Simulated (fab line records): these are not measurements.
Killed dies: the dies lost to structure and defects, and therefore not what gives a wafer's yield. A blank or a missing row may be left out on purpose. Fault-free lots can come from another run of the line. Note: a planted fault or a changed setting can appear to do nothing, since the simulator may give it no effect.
Chamber matching -- flow n5_finfet -- N5_BEOL_M0_ETCH_138 on rie_diel-01: 4 sister chambers
The step etches SiCN in CH3F/O2, target depth 12 nm, time 31.6 s. 4 wafers are shown with their chamber, then 9 later ones without.

WAFERS, EACH WITH ITS CHAMBER
wafer,chamber,showerhead_plenum_p_Torr (Torr)
L090.1,3,2.01
L090.5,1,2.02
L092.1,0,2.10
L092.5,2,1.94

WAFERS WHOSE CHAMBER IS MISSING
wafer,showerhead_plenum_p_Torr (Torr)
L093.1,2.01
L093.3,2.10
L093.5,1.94
L094.1,2.00
L094.4,2.09
L094.5,2.00
L097.4,2.01
L097.5,1.94
L097.6,2.00

EACH ONE'S CHAMBER
wafer,from the rows above,in truth
L093.1,can't be placed: 3 or 1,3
L093.3,0,0
L093.5,2,2
L094.1,can't be placed: 3 or 1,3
L094.4,0,0
L094.5,can't be placed: 3 or 1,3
L097.4,can't be placed: 3 or 1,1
L097.5,2,2
L097.6,can't be placed: 3 or 1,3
Correctly placed: 4 of 9. These rows do not allow placing 5 (true chamber among the candidates in 5). Wrongly placed: 0.
How it was worked out, from the rows above alone: a wafer's distance from a chamber is the root of the sum, over the readings, of the square of ((its reading less the chamber's mean) divided by the reading's scatter). If the next closest chamber is less than 2 further off than the closest, the wafer can't be placed; otherwise it belongs to the closest. For every chamber, the mean is computed from those of its wafers that are shown. The scatter: with one shown wafer a chamber, the root of the mean of the squares of how far each hidden wafer lies from its nearest shown one.
